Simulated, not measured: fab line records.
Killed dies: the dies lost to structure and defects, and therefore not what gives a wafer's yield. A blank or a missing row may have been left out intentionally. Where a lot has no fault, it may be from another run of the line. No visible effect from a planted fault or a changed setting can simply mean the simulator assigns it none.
fab line records -- flow n5_finfet
record: lots: 10, wafers: 28, last_day: 17
route steps=1938 shown BEOL_M15@1800
lots that met no fault: from a run of the same line without faults
start_h: start of the lot's first displayed wafer, in hours after the record's first day -- wait_h: hours since the lot's step before -- " unchanged from the row above -- L1.1+2: a single row standing in for several wafers -- - no value, or no start given -- * or withheld: withheld -- < > ~ a bound
route shown NAME@n: NAME is a module with steps in the file, n the number in the route of the first one -- usual: mean and standard deviation over wafers with no fault -- same: alike in all rows -- chamber/n: place in a boat -- sites: per-site readings -- _std_site: the values' standard deviation -- _edge_site: mean of outer sites minus mean of inner sites -- radius_mm: how far each site lies from the wafer's centre -- mask NAME#n: copy n -- behind: the last tool/chamber to shape the wafer -- hold: cause of the lot's hold/its duration in hours/its outcome -- device: names the non-switching transistor (n, p or np) -- end of line: tests of these same wafers at the route's end -- a step without rows: its recipe alone -- killed: count of dies lost to structure and defects at first sort (not the wafer's yield) -- map: the dies of a wafer, with x for killed, . for not killed, _ for no die there
set.NAME: the setting that was run; set.NAME@STEP: the one run at that earlier step -- model.NAME: the simulator's own value behind a step, which no gauge read
route steps across a sampled set of lots; one table per step, one row per wafer
services: when a tool's chamber went out of use (start_h, in hours from the record's first day, below 0 if earlier), for how many hours, and the reason
== steps ==
step: N5_BEOL_M15_EXPOSE_25
recipe: mask_id: M15, na: 0.8, source_shape: annular, sigma_inner: 0.5, sigma_outer: 0.8, polarization: unpolarized, target_cd_nm: 400, dose_mj: 35.5
usual: exposure_dose_mJ_cm2: 35.47/0.042, focus_offset_nm: 0.1/0.49
lot.wafer,tool,chamber,start_h,wait_h,mask,exposure_dose_mJ_cm2,focus_offset_nm
L577.1,krf_scanner-01,0,250.36,-,M15#0,35.48,0.7
L577.3,krf_scanner-01,0,250.36,-,M15#0,35.43,0.2
L577.5,krf_scanner-01,0,250.36,-,M15#0,35.48,-0.1
L579.1,krf_scanner-02,0,285.86,-,M15#0,35.48,0.4
L579.6,krf_scanner-02,0,285.86,-,M15#0,35.54,-0.4
L583.1,krf_scanner-01,0,305.89,-,M15#0,35.50,1.0
L583.2,krf_scanner-01,0,305.89,-,M15#0,35.46,0.8
L583.3,krf_scanner-01,0,305.89,-,M15#0,35.46,0.1
L584.2,krf_scanner-01,0,315.48,-,M15#0,34.80,-0.1
L584.4,krf_scanner-01,0,315.48,-,M15#0,34.79,0.4
L584.5,krf_scanner-01,0,315.48,-,M15#0,34.78,0.6
L587.1,krf_scanner-01,0,324.49,-,M15#0,34.86,-0.3
L587.3,krf_scanner-01,0,324.49,-,M15#0,34.83,0.1
L587.4,krf_scanner-01,0,324.49,-,M15#0,34.88,-0.5
L588.1,krf_scanner-02,0,331.21,-,M15#0,35.47,-0.5
L588.3,krf_scanner-02,0,331.21,-,M15#0,35.46,-0.4
L588.6,krf_scanner-02,0,331.21,-,M15#0,35.45,-0.8
L590.4,krf_scanner-02,0,335.33,-,M15#0,35.51,0.0
L590.5,krf_scanner-02,0,335.33,-,M15#0,35.46,0.3
L590.6,krf_scanner-02,0,335.33,-,M15#0,35.45,0.9
L592.2,krf_scanner-02,0,346.14,-,M15#0,35.51,1.0
L592.3,krf_scanner-02,0,346.14,-,M15#0,35.44,0.2
L592.4,krf_scanner-02,0,346.14,-,M15#0,35.47,0.7
L596.1,krf_scanner-02,0,373.95,-,M15#0,35.54,0.0
L596.3,krf_scanner-02,0,373.95,-,M15#0,35.53,0.1
L596.4,krf_scanner-02,0,373.95,-,M15#0,35.46,-0.1
L598.5,krf_scanner-02,0,384.62,-,M15#0,35.48,0.4
L598.6,krf_scanner-02,0,384.62,-,M15#0,35.50,-0.2
step: N5_BEOL_M15_DESCUM_33
recipe: chemistry: O2, time_s: 7.9, source_power_w: 50, bias_power_w: 20, pressure_mtorr: 20, rf_frequency_hz: 2.712e+07, temp_c: 40, o2_flow_sccm: 225
usual: drypump_motor_current_A: 5.8/0.43, oes_product_au: 0.78/0.094, rf_vpp_V: 243.2/1.3, showerhead_plenum_p_Torr: 2.11/0.062, temp_c: 40.01/0.12, throttle_valve_pct: 20.5/0.31
lot.wafer,tool,chamber,start_h,wait_h,drypump_motor_current_A,oes_product_au,rf_hours_counter_h,rf_vpp_V,showerhead_plenum_p_Torr,temp_c,throttle_valve_pct
L577.1,rie_diel-01,1,250.69,0.1,5.6,0.91,16,243.0,2.08,39.87,20.2
L577.3,rie_diel-01,0,250.69,0.1,5.1,0.72,202,243.7,2.19,40.07,20.6
L577.5,rie_diel-01,0,250.69,0.1,5.1,0.71,-,244.9,2.19,40.01,20.6
L579.1,rie_diel-02,3,286.12,0.0,5.8,0.68,242,242.7,2.07,40.00,21.1
L579.6,rie_diel-02,3,286.12,0.0,5.8,0.68,-,243.3,2.07,39.80,21.1
L583.1,rie_diel-01,1,306.35,0.2,5.6,0.87,35,242.9,2.07,40.10,20.2
L583.2,rie_diel-01,2,306.35,0.2,5.4,0.80,111,241.5,2.10,39.76,20.7
L583.3,rie_diel-01,0,306.35,0.2,5.1,0.69,221,243.8,2.19,40.05,20.6
L584.2,rie_diel-03,1,315.74,0.0,5.7,0.70,209,242.3,2.08,40.08,20.9
L584.4,rie_diel-03,2,315.74,0.0,6.4,0.71,205,243.6,2.08,39.92,20.5
L584.5,rie_diel-03,1,315.74,0.0,5.7,0.70,-,241.9,2.08,39.84,20.9
L587.1,rie_diel-03,1,324.77,0.1,5.7,0.70,212,243.8,2.08,40.00,20.9
L587.3,rie_diel-03,3,324.77,0.1,6.5,0.83,78,245.9,2.22,39.99,20.3
L587.4,rie_diel-03,0,324.77,0.1,6.1,0.72,205,243.8,2.17,40.17,20.4
L588.1,rie_diel-01,0,331.47,0.0,5.1,0.69,229,242.5,2.18,39.81,20.6
L588.3,rie_diel-01,3,331.47,0.0,6.4,0.95,18,242.0,2.02,40.22,19.9
L588.6,rie_diel-01,1,331.47,0.0,5.6,0.86,-,241.7,2.07,40.19,20.2
L590.4,rie_diel-01,3,335.57,0.0,6.4,0.94,19,241.8,2.02,40.18,19.9
L590.5,rie_diel-01,3,335.57,0.0,6.3,0.94,-,242.0,2.02,40.04,19.9
L590.6,rie_diel-01,0,335.57,0.0,5.1,0.69,-,243.7,2.18,39.87,20.6
L592.2,rie_diel-02,2,346.48,0.1,6.0,0.71,233,245.2,2.16,39.94,20.7
L592.3,rie_diel-02,0,346.48,0.1,5.9,0.86,41,243.9,2.16,40.16,20.3
L592.4,rie_diel-02,0,346.48,0.1,5.9,0.87,-,243.5,2.16,40.19,20.3
L596.1,rie_diel-02,0,374.50,0.3,6.0,0.86,50,242.4,2.15,40.00,20.4
L596.3,rie_diel-02,3,374.50,0.3,5.7,0.96,6,242.0,2.07,40.08,20.5
L596.4,rie_diel-02,0,374.50,0.3,5.9,0.86,-,243.9,2.15,40.15,20.4
L598.5,rie_diel-03,1,385.01,0.2,5.7,0.68,-,243.0,2.07,39.89,20.9
L598.6,rie_diel-03,2,385.01,0.2,6.4,0.69,-,241.5,2.07,39.92,20.6
step: N5_BEOL_M15_ETCH_61
recipe: chemistry: N2/H2, target: BARC, target_depth_a: 890, overetch_a: 267, time_s: 67.9, ion_energy_ev: 200, pressure_mtorr: 30, source_w: 840, bias_w: 150, n2_flow_sccm: 200, h2_flow_sccm: 200
usual: drypump_motor_current_A: 5.8/0.43, oes_product_au: 0.67/0.079, rf_vpp_V: 524.2/2, showerhead_plenum_p_Torr: 2.55/0.073, throttle_valve_pct: 17.9/0.33
lot.wafer,tool,chamber,start_h,wait_h,drypump_motor_current_A,oes_product_au,rf_hours_counter_h,rf_vpp_V,showerhead_plenum_p_Torr,throttle_valve_pct
L577.1,rie_diel-01,1,250.73,0.0,5.7,0.79,16,521.6,2.50,17.6
L577.3,rie_diel-01,0,250.73,0.0,5.1,0.61,202,525.9,2.63,17.9
L577.5,rie_diel-01,0,250.73,0.0,5.1,0.61,-,523.8,2.63,17.9
L579.1,rie_diel-02,3,286.16,0.0,5.8,0.58,242,521.6,2.49,18.5
L579.6,rie_diel-02,3,286.16,0.0,5.8,0.57,-,522.5,2.49,18.5
L583.1,rie_diel-01,1,306.39,0.0,5.6,0.76,35,523.2,2.49,17.6
L583.2,rie_diel-01,2,306.39,0.0,5.5,0.69,111,523.9,2.57,18.4
L583.3,rie_diel-01,0,306.39,0.0,5.2,0.60,221,526.0,2.62,17.9
L584.2,rie_diel-03,1,315.77,0.0,5.7,0.60,209,521.7,2.51,18.2
L584.4,rie_diel-03,2,315.77,0.0,6.4,0.60,205,523.2,2.50,17.8
L584.5,rie_diel-03,1,315.77,0.0,5.7,0.60,-,523.2,2.51,18.2
L587.1,rie_diel-03,1,324.80,0.0,5.7,0.61,212,521.7,2.50,18.2
L587.3,rie_diel-03,3,324.80,0.0,6.6,0.72,78,527.5,2.67,17.7
L587.4,rie_diel-03,0,324.80,0.0,6.1,0.62,205,524.5,2.61,17.7
L588.1,rie_diel-01,0,331.50,0.0,5.2,0.59,229,525.6,2.62,17.9
L588.3,rie_diel-01,3,331.50,0.0,6.3,0.81,18,521.0,2.49,17.4
L588.6,rie_diel-01,1,331.50,0.0,5.6,0.74,-,524.4,2.48,17.6
L590.4,rie_diel-01,3,335.61,0.0,6.3,0.80,19,524.7,2.49,17.4
L590.5,rie_diel-01,3,335.61,0.0,6.3,0.80,-,523.8,2.49,17.4
L590.6,rie_diel-01,0,335.61,0.0,5.1,0.59,-,526.1,2.62,18.0
L592.2,rie_diel-02,2,346.52,0.0,6.0,0.60,233,526.1,2.62,18.3
L592.3,rie_diel-02,0,346.52,0.0,6.0,0.73,41,526.6,2.61,17.8
L592.4,rie_diel-02,0,346.52,0.0,6.0,0.73,-,525.7,2.61,17.8
L596.1,rie_diel-02,0,374.54,0.0,5.9,0.71,50,525.8,2.60,17.8
L596.3,rie_diel-02,3,374.54,0.0,5.7,0.80,6,523.2,2.49,18.0
L596.4,rie_diel-02,0,374.54,0.0,5.9,0.71,-,524.2,2.60,17.8
L598.5,rie_diel-03,1,385.06,0.0,5.7,0.59,-,522.1,2.50,18.2
L598.6,rie_diel-03,2,385.06,0.0,6.4,0.59,-,523.7,2.49,17.8
step: N5_BEOL_M15_STRIP_36
recipe: chemistry: O2, power_w: 600, temp_c: 60, pressure_mtorr: 30, rf_frequency_hz: 6e+07, bias_power_w: 0, overash_fraction: 0.3, o2_flow_sccm: 225
usual: drypump_motor_current_A: 5.9/0.37, oes_product_au: 0.78/0.096, rf_vpp_V: 3.6/0.91, showerhead_plenum_p_Torr: 2.12/0.059, temp_c: 60.00/0.12, throttle_valve_pct: 16.77/0.27
lot.wafer,tool,chamber,start_h,wait_h,drypump_motor_current_A,oes_product_au,rf_hours_counter_h,rf_vpp_V,showerhead_plenum_p_Torr,temp_c,throttle_valve_pct
L577.1,rie_diel-03,1,252.14,1.2,5.7,0.72,191,3.5,2.09,60.18,17.05
L577.3,rie_diel-03,0,252.14,1.2,6.1,0.74,180,4.0,2.18,59.94,16.62
L577.5,rie_diel-03,0,252.14,1.2,6.1,0.73,-,3.5,2.18,59.90,16.65
L579.1,rie_diel-01,1,286.81,0.4,5.7,0.88,29,4.1,2.08,59.98,16.39
L579.6,rie_diel-01,2,286.81,0.4,5.4,0.79,-,3.2,2.11,60.09,16.89
L583.1,rie_diel-02,2,306.80,0.2,6.0,0.72,217,3.2,2.17,59.92,16.87
L583.2,rie_diel-02,0,306.80,0.2,5.9,0.90,25,2.8,2.17,59.97,16.54
L583.3,rie_diel-02,1,306.80,0.2,5.7,0.68,230,3.6,2.01,60.08,17.15
L584.2,rie_diel-01,3,316.95,0.9,6.4,0.96,12,3.0,2.03,59.80,16.16
L584.4,rie_diel-01,0,316.95,0.9,5.1,0.70,224,3.3,2.19,59.96,16.89
L584.5,rie_diel-01,3,316.95,0.9,6.3,0.97,-,3.7,2.03,59.88,16.13
L587.1,rie_diel-03,1,328.70,3.7,5.7,0.70,213,3.3,2.08,59.96,17.08
L587.3,rie_diel-03,3,328.70,3.7,6.6,0.83,79,2.4,2.22,60.08,16.60
L587.4,rie_diel-03,0,328.70,3.7,6.1,0.71,206,2.6,2.17,59.96,16.68
L588.1,rie_diel-01,0,332.52,0.8,5.1,0.69,230,4.0,2.19,60.00,16.88
L588.3,rie_diel-01,1,332.52,0.8,5.7,0.86,43,3.6,2.07,59.94,16.41
L588.6,rie_diel-01,1,332.52,0.8,5.7,0.86,-,2.3,2.07,60.05,16.38
L590.4,rie_diel-02,0,336.65,0.8,6.0,0.88,-,2.9,2.16,59.88,16.56
L590.5,rie_diel-02,1,336.65,0.8,5.7,0.66,-,2.8,2.01,60.05,17.19
L590.6,rie_diel-02,2,336.65,0.8,5.9,0.71,-,4.9,2.16,60.14,16.91
L592.2,rie_diel-03,1,346.87,0.1,5.7,0.72,219,2.2,2.08,59.91,17.09
L592.3,rie_diel-03,0,346.87,0.1,6.1,0.72,212,5.2,2.17,59.95,16.68
L592.4,rie_diel-03,2,346.87,0.1,6.4,0.69,214,3.2,2.08,59.96,16.79
L596.1,rie_diel-03,1,377.34,2.6,5.7,0.69,230,2.6,2.08,59.91,17.15
L596.3,rie_diel-03,3,377.34,2.6,6.6,0.82,94,3.3,2.21,60.13,16.60
L596.4,rie_diel-03,0,377.34,2.6,6.1,0.70,222,4.2,2.17,60.01,16.71
L598.5,rie_diel-03,2,385.74,0.5,6.4,0.68,-,3.9,2.08,60.23,16.80
L598.6,rie_diel-03,1,385.74,0.5,5.7,0.68,-,2.2,2.08,60.16,17.16
== services ==
tool,chamber,start_h,hours,kind
krf_scanner-02,-,227.75,1.0,repair
krf_scanner-02,-,240.40,1.3,pm
krf_scanner-01,-,254.23,4.4,pm
krf_scanner-02,-,258.64,1.0,pm
rie_diel-01,3,261.78,-,clean
rie_diel-01,3,261.78,-,consumable_replace:focus_ring
rie_diel-01,3,261.78,18.0,scheduled_down
rie_diel-01,3,261.78,18.0,vent_cycle
krf_scanner-01,-,271.98,1.0,repair
rie_diel-03,-,283.25,0.1,repair
krf_scanner-02,-,283.70,0.3,repair
rie_diel-03,1,299.40,1.6,repair
rie_diel-02,1,311.81,7.9,repair
rie_diel-02,3,314.33,6.4,repair
krf_scanner-02,-,316.64,0.8,pm
rie_diel-02,3,320.94,-,clean
krf_scanner-01,-,328.39,3.6,pm
krf_scanner-01,-,335.63,1.0,pm
rie_diel-01,2,344.05,3.6,repair
krf_scanner-01,-,346.98,1.3,pm
rie_diel-02,3,358.48,9.0,repair
rie_diel-01,3,371.86,5.6,repair
rie_diel-01,-,377.20,0.4,repair
krf_scanner-01,-,384.09,0.8,pm
== key ==
first_sign: step: N5_BEOL_M15_EXPOSE_25, reading: exposure_dose_mJ_cm2, direction: down, sigmas: 15, usual: 35.47, struck: 34.82
effect none on later readings
met_at N5_BEOL_M15_EXPOSE_25
struck_lots L584,L587
loop_trim: step: N5_BEOL_M15_EXPOSE_25, setting: dose, lots: L587
not_acting_at N5_BEOL_M15_DESCUM_33,N5_BEOL_M15_ETCH_61,N5_BEOL_M15_STRIP_36
onset_between 305.89 315.48
fault: kind: process_parameter_drift, tool: krf_scanner-01, chamber: -, onset_h: 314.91, steps: N5_BEOL_M15_EXPOSE_25, channel: dose_mj, offset: -0.66893, shape: step, acts_in: these_recipes_only, stated: 35.5
loop_trim: a control loop set the setting to another value than it would have without faults
